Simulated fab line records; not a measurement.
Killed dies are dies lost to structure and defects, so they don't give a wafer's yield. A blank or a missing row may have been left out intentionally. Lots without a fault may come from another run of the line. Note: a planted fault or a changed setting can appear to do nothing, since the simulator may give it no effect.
Split-lot experiment -- flow n5_finfet -- 7 lots, 39 wafers read, on a route of 1938 steps

== THE SPLIT ==
At N5_FIN_SAQP_PECVD_06 (deposits a-Si from SiH4/He, target thk 60 nm, time 48.1 s), the setting time_s was moved away from the recipe's 48.1 s on 12 of the 39 wafers read, by -47.5% to +24.6%. The other wafers ran this setting at the recipe's value.

== FROM THE SPLIT TO THE READING: what the file shows between them, 5 steps ==
- N5_FIN_SAQP_THK_MEAS_07
- N5_FIN_SAQP_HM_DEP_72: deposits SiO2 from SiH4/N2O, target thk 12 nm, time 7.2 s
- N5_FIN_SAQP_COAT_49: time 60 s, resist thk 100 nm
- N5_FIN_SAQP_HM_OPEN_73: chemistry CHF3/O2, target SiO2, stops on a-Si, target depth 12 nm, time 16.8 s
- N5_FIN_SAQP_STRIP_74: strips in CHF3/O2

== THE READING ==
oes_product_au, in a.u., at N5_FIN_SAQP_MANDREL_ETCH_22 (etches a-Si in HBr/Cl2, stops on SiNx, target depth 60 nm, bt time 10 s, time 30 s). On this fab line, fault-free wafers typically give 0.772 a.u. with a standard deviation of 0.017 a.u.

wafer,"tool, chamber at the split","time_s as run, s",against the recipe,"oes_product_au, a.u.",against lot-mates on the recipe
L074.1,"pecvd-03, 2",48.1,recipe,0.752,-
L074.2,"pecvd-03, 1",48.1,recipe,0.738,-
L074.3,"pecvd-03, 2",48.1,recipe,0.770,-
L074.4,"pecvd-03, 1",48.1,recipe,0.781,-
L074.5,"pecvd-03, 1",48.1,recipe,0.773,-
L074.6,"pecvd-03, 2",48.1,recipe,0.764,-
L075.1,"pecvd-02, 0",25.26,-47.5%,0.538,-0.249
L075.2,"pecvd-02, 1",48.1,recipe,0.771,-
L075.3,"pecvd-02, 1",48.1,recipe,0.777,-
L075.4,"pecvd-02, 0",25.26,-47.5%,0.569,-0.218
L075.5,"pecvd-02, 0",25.26,-47.5%,0.539,-0.248
L075.6,"pecvd-02, 1",48.1,recipe,0.814,-
L082.1,"pecvd-01, 1",48.1,recipe,0.791,-
L082.4,"pecvd-01, 0",48.1,recipe,0.776,-
L082.6,"pecvd-01, 2",48.1,recipe,0.765,-
L085.1,"pecvd-02, 2",48.1,recipe,0.778,-
L085.2,"pecvd-02, 0",48.1,recipe,0.737,-
L085.3,"pecvd-02, 1",48.1,recipe,0.756,-
L085.4,"pecvd-02, 2",48.1,recipe,0.755,-
L085.5,"pecvd-02, 0",48.1,recipe,0.785,-
L085.6,"pecvd-02, 1",48.1,recipe,0.757,-
L088.1,"pecvd-03, 1",48.1,recipe,0.749,-
L088.2,"pecvd-03, 2",59.92,+24.6%,0.903,+0.133
L088.3,"pecvd-03, 0",59.92,+24.6%,0.882,+0.112
L088.4,"pecvd-03, 2",59.92,+24.6%,0.866,+0.096
L088.5,"pecvd-03, 1",48.1,recipe,0.753,-
L088.6,"pecvd-03, 0",48.1,recipe,0.809,-
L089.1,"pecvd-01, 0",29.66,-38.3%,0.603,-0.174
L089.2,"pecvd-01, 1",29.66,-38.3%,0.600,-0.177
L089.3,"pecvd-01, 2",48.1,recipe,0.767,-
L089.4,"pecvd-01, 0",29.66,-38.3%,0.618,-0.159
L089.5,"pecvd-01, 2",48.1,recipe,0.790,-
L089.6,"pecvd-01, 1",48.1,recipe,0.773,-
L094.1,"pecvd-03, 0",58.4,+21.4%,0.886,+0.102
L094.2,"pecvd-03, 2",58.4,+21.4%,0.860,+0.076
L094.3,"pecvd-03, 1",58.4,+21.4%,0.886,+0.102
L094.4,"pecvd-03, 1",48.1,recipe,0.776,-
L094.5,"pecvd-03, 0",48.1,recipe,0.805,-
L094.6,"pecvd-03, 2",48.1,recipe,0.771,-

FIT RESULTS
A straight line over all 39 wafers: oes_product_au changes by +0.00459 a.u. for each +1% of time_s; r = +0.98; the points scatter about the line by 0.018 a.u.
The same after taking each lot's own level away (the mean of its wafers on the recipe; 39 wafers): +0.00472 a.u. for each +1%; r = +0.98; scatter 0.017 a.u.
According to that fit, moving time_s by its largest amount changes the reading by 0.22 a.u.
Across the lots, their own levels run from 0.7613 to 0.7873 a.u., a range of 1.5 times the standard deviation given above.
The two slopes agree, so the slope changes little with the lot-to-lot level.
Check: for one of the wafers moved furthest among these (-47.5%), held out of the fit, the line's prediction against its lot-mates is -0.22 a.u. It came out at -0.249 a.u. against them.

== THE WHOLE CHAIN: every reading that the file lists as answering this split, in the file's order ==
step,what it does,reading,change (the file's fit),r (the file's)
N5_FIN_SAQP_PECVD_06,"deposits a-Si from SiH4/He, target thk 60 nm, time 48.1 s","a-Si_of_FIN_SAQP_PECVD_06.thk_nm (the simulator's own value, which no gauge read)",+0.62 nm for each +1% of the setting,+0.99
N5_FIN_SAQP_THK_MEAS_07,,thk_nm,withheld for each +1% of the setting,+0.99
N5_FIN_SAQP_MANDREL_ETCH_22,"etches a-Si in HBr/Cl2, stops on SiNx, target depth 60 nm, bt time 10 s, time 30 s",oes_product_au,+0.00472 a.u. for each +1% of the setting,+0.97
N5_FIN_SAQP_MANDREL_ETCH_22,"etches a-Si in HBr/Cl2, stops on SiNx, target depth 60 nm, bt time 10 s, time 30 s","etch.depth_nm (the simulator's own value, which no gauge read)",+0.62 nm for each +1% of the setting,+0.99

== THE FILE'S OWN FIT ==
oes_product_au changes by +0.00472 a.u. for each +1% of time_s, r = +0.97.
